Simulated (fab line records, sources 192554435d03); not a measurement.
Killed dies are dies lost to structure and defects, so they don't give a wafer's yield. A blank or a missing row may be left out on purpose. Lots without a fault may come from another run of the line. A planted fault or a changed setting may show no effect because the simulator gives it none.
fab line records | flow n5_finfet
record lots=10 wafers=30 last_day=18
route steps=1938 shown BEOL_M1@820 BEOL_M4@1111
lots that met no fault: from a run of the same line without faults
start_h: hours from the record's first day to the start of the lot's first wafer shown | wait_h: hours since the lot's step before | " the same as in the row above | L1.1+2: a row that stands for several wafers | - no value, or no start given | * or withheld: withheld | < > ~ a bound
route shown NAME@n: a module of which the file shows steps, and the number in the route of the first | usual: mean/standard deviation of fault-free wafers | same: alike in all rows | chamber/n: place in a boat | sites: the reading at each site | _std_site: their standard deviation | _edge_site: outer sites' mean less inner sites' | radius_mm: how far each site lies from the wafer's centre | mask NAME#n: copy n | behind: the tool/chamber that last shaped the wafer | hold: why the lot was held/for how many hours/how that ended | device: the transistor (n, p or np) that didn't switch | end of line: the same wafers' tests at the end of the route | a step without rows: its recipe alone | killed: dies lost to structure and defects at the first sort, not the wafer's yield | map: a wafer's dies, x killed, . not, _ none there
set.NAME: the setting as run; set.NAME@STEP: as run at that earlier step | model.NAME: the simulator's own value behind a step, which no gauge read
steps of the route over a sample of lots; a table a step, a row a wafer
services: from which hour (start_h, from the record's first day; less than 0 if before it) a tool's chamber was out of use, for how many hours, and why
## steps
# step N5_BEOL_M1_SPUTTER_86
# recipe material=Cu target_thk_a=45 temp_c=-20 chamber_pressure_pa=0.07 power_w=withheld time_s=8.29
# usual chuck_gas_flow_sccm=1.26/0.055 chuck_sensor_temp_C=-15.9/0.51 susceptor_temp_C=-20.02/0.11 throttle_valve_pct=29.6/1
# columns lot.wafer tool chamber start_h wait_h chuck_gas_flow_sccm chuck_sensor_temp_C susceptor_temp_C throttle_valve_pct
L408.2 pvd_sputter-01 - 140.58 0.1 1.28 -15.9 -20.01 29.9
L408.4 " - " " 1.28 -16.1 -20.07 28.9
L408.6 " - " " 1.21 -16.0 -20.17 29.1
L410.1 pvd_sputter-02 - 143.98 0.1 1.21 -15.8 -20.18 29.3
L410.2 " - " " 1.26 -16.2 -20.09 28.4
L410.3 " - " " 1.17 -15.2 -20.05 29.6
L414.2 pvd_sputter-02 - 175.01 0.1 1.22 -16.2 -20.20 28.1
L414.3 " - " " 1.31 -15.4 -20.11 29.1
L414.4 " - " " 1.24 -15.5 -20.08 29.7
L417.2 pvd_sputter-02 - 189.93 0.1 1.18 -15.9 -20.19 28.4
L417.3 " - " " 1.21 -15.9 -19.97 29.7
L417.6 " - " " 1.25 -16.1 -20.00 27.8
L422.1 pvd_sputter-03 - 220.62 0.1 1.31 -16.1 -20.04 29.2
L422.2 " - " " 1.30 -16.1 -20.04 30.2
L422.6 " - " " 1.25 -16.1 -20.07 30.4
L423.1 pvd_sputter-02 - 221.98 0.1 1.29 -15.4 -19.99 29.4
L423.4 " - " " 1.25 -15.5 -19.96 28.9
L423.5 " - " " 1.22 -15.9 -19.79 29.5
L424.1 pvd_sputter-03 - 235.50 0.1 1.21 -16.0 -19.80 29.1
L424.4 " - " " 1.26 -16.8 -20.16 30.6
L424.5 " - " " 1.31 -15.5 -20.14 29.3
L427.2 pvd_sputter-02 - 259.12 0.1 1.26 -15.2 -19.88 29.4
L427.3 " - " " 1.27 -15.4 -19.98 28.9
L427.4 " - " " 1.24 -15.9 -19.85 29.6
L429.3 pvd_sputter-01 - 259.75 0.1 1.27 -16.2 -20.07 28.9
L429.4 " - " " 1.37 -16.0 -20.20 30.3
L429.5 " - " " 1.17 -14.7 -19.90 32.2
L430.2 pvd_sputter-01 - 280.28 0.1 1.34 -16.0 -19.99 30.0
L430.4 " - " " 1.31 -16.7 -20.13 30.8
L430.5 " - " " 1.15 -16.0 -19.97 28.9
# step N5_BEOL_M1_ANNEAL_89
# recipe temp_c=400 time_s=240 ambient=vacuum
# usual heater_power_w=797/69 susceptor_temp_C=399.97/0.19 susceptor_temp_C_max=401.0/0.41
# columns lot.wafer tool chamber start_h wait_h heater_power_w susceptor_temp_C susceptor_temp_C_max
L408.2 pvd_sputter-01 - 140.88 0.0 853 399.73 400.7
L408.4 " - " " 848 400.18 401.6
L408.6 " - " " 879 399.87 401.3
L410.1 pvd_sputter-02 - 144.28 0.0 850 400.18 401.1
L410.2 " - " " 704 399.85 400.4
L410.3 " - " " 784 400.20 401.2
L414.2 pvd_sputter-02 - 175.31 0.0 695 399.78 400.4
L414.3 " - " " 847 399.95 400.7
L414.4 " - " " 778 399.66 400.7
L417.2 pvd_sputter-02 - 190.23 0.0 696 400.00 400.7
L417.3 " - " " 848 399.91 401.1
L417.6 " - " " 694 399.82 400.4
L422.1 pvd_sputter-03 - 220.92 0.0 730 399.69 400.6
L422.2 " - " " 741 400.06 400.7
L422.6 " - " " 736 399.88 401.0
L423.1 pvd_sputter-02 - 222.28 0.0 783 399.75 401.1
L423.4 " - " " 817 400.23 400.9
L423.5 " - " " 844 399.71 400.7
L424.1 pvd_sputter-03 - 235.80 0.0 745 399.74 400.8
L424.4 " - " " 757 399.82 401.3
L424.5 " - " " 667 400.22 402.1
L427.2 pvd_sputter-02 - 259.42 0.0 795 400.05 401.2
L427.3 " - " " 811 399.72 400.2
L427.4 " - " " 834 399.99 401.3
L429.3 pvd_sputter-01 - 260.05 0.0 850 400.34 401.7
L429.4 " - " " 858 399.91 401.0
L429.5 " - " " 871 399.95 400.5
L430.2 pvd_sputter-01 - 280.58 0.0 865 400.15 400.8
L430.4 " - " " 886 400.21 401.4
L430.5 " - " " 862 399.72 400.9
# step N5_BEOL_M1_CMP_52
# recipe stop_on=SiOC t_overpolish_s=6.8 down_force_psi=1 platen_rpm=50 clearing_platen_down_force_psi=1.5 clearing_platen_rpm=50 post_cmp_clean=cu_alkaline target_thk_nm=40 clearing_platen_pad_velocity_m_s=0.99484 pad_velocity_m_s=0.99484
# usual barrier_field_endpoint_s=24.5/0.68 clearing_platen_rpm=50.003/0.027 motor_current_A=6.1/0.44 overpolish_run_s=6.799/0.0098 time_to_endpoint_s=61.9/2.9
# columns lot.wafer tool chamber start_h wait_h barrier_field_endpoint_s clearing_platen_rpm motor_current_A overpolish_run_s time_to_endpoint_s
L408.4 cmp-02 2 142.21 0.2 25.1 50.030 5.5 6.807 60.4
L408.2 " 0 " " 24.9 49.985 6.6 6.810 63.6
L408.6 " 1 " " 25.5 50.024 6.5 6.812 61.1
L410.1 cmp-04 1 145.68 0.3 23.9 50.031 6.0 6.801 66.8
L410.2 " 2 " " 24.0 50.001 6.2 6.810 60.7
L410.3 " 3 " " 24.4 50.013 6.8 6.793 61.4
L414.2 cmp-01 0 176.62 0.2 24.6 50.035 6.0 6.817 64.6
L414.3 " 1 " " 24.6 49.985 6.1 6.783 64.1
L414.4 " 2 " " 24.3 49.976 5.7 6.805 62.8
L417.3 cmp-01 0 191.52 0.2 24.4 49.984 5.8 6.798 63.4
L417.2 " 2 " " 24.2 50.017 5.5 6.794 57.7
L417.6 " 1 " " 23.8 50.015 5.8 6.799 58.1
L422.1 cmp-02 2 222.55 0.3 25.1 49.965 5.4 6.799 61.3
L422.2 " 3 " " 26.5 49.945 6.4 6.795 69.3
L422.6 " 0 " " 25.7 49.971 6.5 6.783 65.5
L423.4 cmp-02 0 224.13 0.6 13.9 49.981 6.7 6.783 34.9
L423.1 " 1 " " 23.9 50.027 6.4 6.807 59.6
L423.5 " 0 " " 24.4 50.020 6.3 6.796 63.5
L424.4 cmp-02 0 237.13 0.2 13.8 50.060 6.6 6.805 37.1
L424.1 " 1 " " 24.2 50.017 6.7 6.811 62.7
L424.5 " 0 " " 25.0 50.055 6.3 6.783 67.4
L427.2 cmp-04 0 260.72 0.2 23.8 49.994 5.9 6.810 60.7
L427.4 " 2 " " 23.1 49.980 6.3 6.785 56.2
L427.3 " 3 " " 23.8 49.947 6.4 6.800 59.1
L429.4 cmp-04 0 261.47 0.2 24.3 50.031 5.6 6.791 60.8
L429.3 " 1 " " 24.1 49.994 6.6 6.799 62.2
L429.5 " 0 " " 24.5 49.995 5.9 6.799 64.3
L430.2 cmp-04 0 281.87 0.2 23.7 50.049 5.9 6.784 61.3
L430.4 " 2 " " 23.9 50.001 6.4 6.810 55.9
L430.5 " 1 " " 25.5 49.964 6.3 6.802 62.5
# step N5_BEOL_M4_RC_MEAS_101
# usual DIBL_N=36.9/1.7 DIBL_P=37.3/2.3 IOFF_N=0.16/0.033 IOFF_P=0.22/0.04 ION_N=673/12 ION_P=463/8 SS_N=71.6/0.58 SS_P=73.4/0.74 VT_N=250/3.2 VT_P=-250/3.4
# columns lot.wafer tool chamber start_h wait_h DIBL_N[mV/V] DIBL_P[mV/V] IOFF_N[nA/um] IOFF_P[nA/um] ION_N[uA/um] ION_P[uA/um] SS_N[mV/dec] SS_P[mV/dec] VT_N[mV] VT_P[mV]
L408.2 prober-02 0 181.31 0.2 35.8 38.3 0.15 0.19 669 455 71.9 74.0 251 -256
L408.4 " 0 " " 36.7 38.5 0.16 0.20 675 463 71.5 73.6 249 -255
L408.6 " 0 " " 36.7 39.2 0.16 0.21 667 458 71.4 74.5 250 -254
L410.1 prober-02 0 186.13 0.0 37.3 38.3 0.18 0.23 676 460 72.1 73.7 249 -249
L410.2 " 0 " " 36.1 37.8 0.16 0.22 668 464 71.6 72.9 252 -250
L410.3 " 0 " " 36.7 38.3 0.18 0.24 684 475 72.0 72.8 247 -249
L414.2 prober-01 0 218.35 0.2 40.5 41.6 0.24 0.30 687 473 72.5 74.3 245 -245
L414.3 " 0 " " 37.7 37.0 0.17 0.21 668 462 71.4 73.4 249 -250
L414.4 " 0 " " 36.3 35.5 0.14 0.19 661 454 71.3 72.9 251 -251
L417.2 prober-02 0 225.60 0.2 38.0 39.0 0.20 0.30 690 487 71.6 73.9 245 -242
L417.3 " 0 " " 37.7 38.5 0.17 0.29 669 474 71.6 74.0 251 -245
L417.6 " 0 " " 37.2 37.2 0.16 0.25 673 471 71.3 72.9 251 -245
L422.1 prober-01 0 261.93 0.0 35.4 36.1 0.14 0.18 682 468 71.1 73.3 252 -256
L422.2 " 0 " " 35.7 36.8 0.13 0.19 650 452 71.7 73.2 255 -253
L422.6 " 0 " " 35.7 36.9 0.13 0.20 669 462 71.7 73.1 251 -252
L423.1 prober-02 0 267.15 0.0 36.6 36.8 0.16 0.22 674 465 72.5 73.8 251 -250
L423.4 " 0 " " 34.0 33.8 0.12 0.17 660 457 71.4 72.9 254 -254
L423.5 " 0 " " 36.0 36.7 0.16 0.21 693 469 71.6 73.8 249 -249
L424.1 prober-01 0 273.88 0.0 37.3 38.6 0.19 0.23 678 463 72.3 73.4 248 -248
L424.4 " 0 " " 36.8 38.4 0.18 0.25 676 463 71.2 73.5 249 -247
L424.5 " 0 " " 36.2 38.2 0.16 0.23 669 460 71.0 73.0 252 -247
L427.2 prober-02 0 304.66 0.2 37.1 37.2 0.18 0.22 677 461 71.6 74.7 246 -251
L427.3 " 0 " " 34.8 35.2 0.14 0.18 677 458 70.7 72.4 252 -254
L427.4 " 0 " " 32.6 31.7 0.10 0.15 650 449 69.9 72.3 257 -259
L429.3 prober-02 0 307.75 0.3 38.6 39.3 0.18 0.24 673 459 71.7 73.9 252 -252
L429.4 " 0 " " 39.3 39.4 0.18 0.23 669 459 72.6 74.4 251 -253
L429.5 " 0 " " 37.7 38.0 0.14 0.21 661 453 72.0 73.8 255 -255
L430.2 prober-02 0 311.07 0.2 36.1 35.9 0.13 0.19 649 447 71.3 72.5 254 -250
L430.4 " 0 " " 38.0 37.9 0.15 0.22 676 464 71.4 73.6 252 -249
L430.5 " 0 " " 37.1 36.7 0.14 0.20 662 456 70.7 73.4 252 -253
## services
# columns tool chamber start_h hours kind
cmp-02 - 126.23 4.0 pm
cmp-02 - 130.23 - consumable_replace:conditioner
cmp-02 - 130.23 - consumable_replace:pad
cmp-01 - 150.78 3.5 repair
pvd_sputter-03 - 157.71 0.7 repair
cmp-02 - 161.57 13.1 pm
cmp-01 - 162.94 1.1 repair
cmp-04 - 199.30 4.0 pm
cmp-04 - 203.30 - consumable_replace:conditioner
cmp-04 - 203.30 - consumable_replace:pad
cmp-01 - 207.51 4.9 pm
cmp-02 - 214.68 4.4 repair
cmp-01 - 221.30 2.3 repair
cmp-04 - 239.55 1.1 repair
cmp-01 - 268.13 1.9 repair
cmp-04 - 270.86 6.2 pm
## key
first_sign step=N5_BEOL_M1_CMP_52 reading=barrier_field_endpoint_s direction=down sigmas=16 usual=24.5 struck=13.9
effect step=N5_BEOL_M1_CMP_52 reading=time_to_endpoint_s direction=down sigmas=8.9 usual=* struck=*
met_at N5_BEOL_M1_CMP_52
struck_lots L423,L424
struck_wafers L423.4,L424.4
not_acting_at N5_BEOL_M1_SPUTTER_86,N5_BEOL_M1_ANNEAL_89
onset_between 222.55 224.13
fault kind=process_parameter_drift tool=cmp-02 chamber=- onset_h=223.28 steps=N5_BEOL_M1_CMP_52 channel=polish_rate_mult offset=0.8 shape=step end_h=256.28 scope=struck_wafers_only
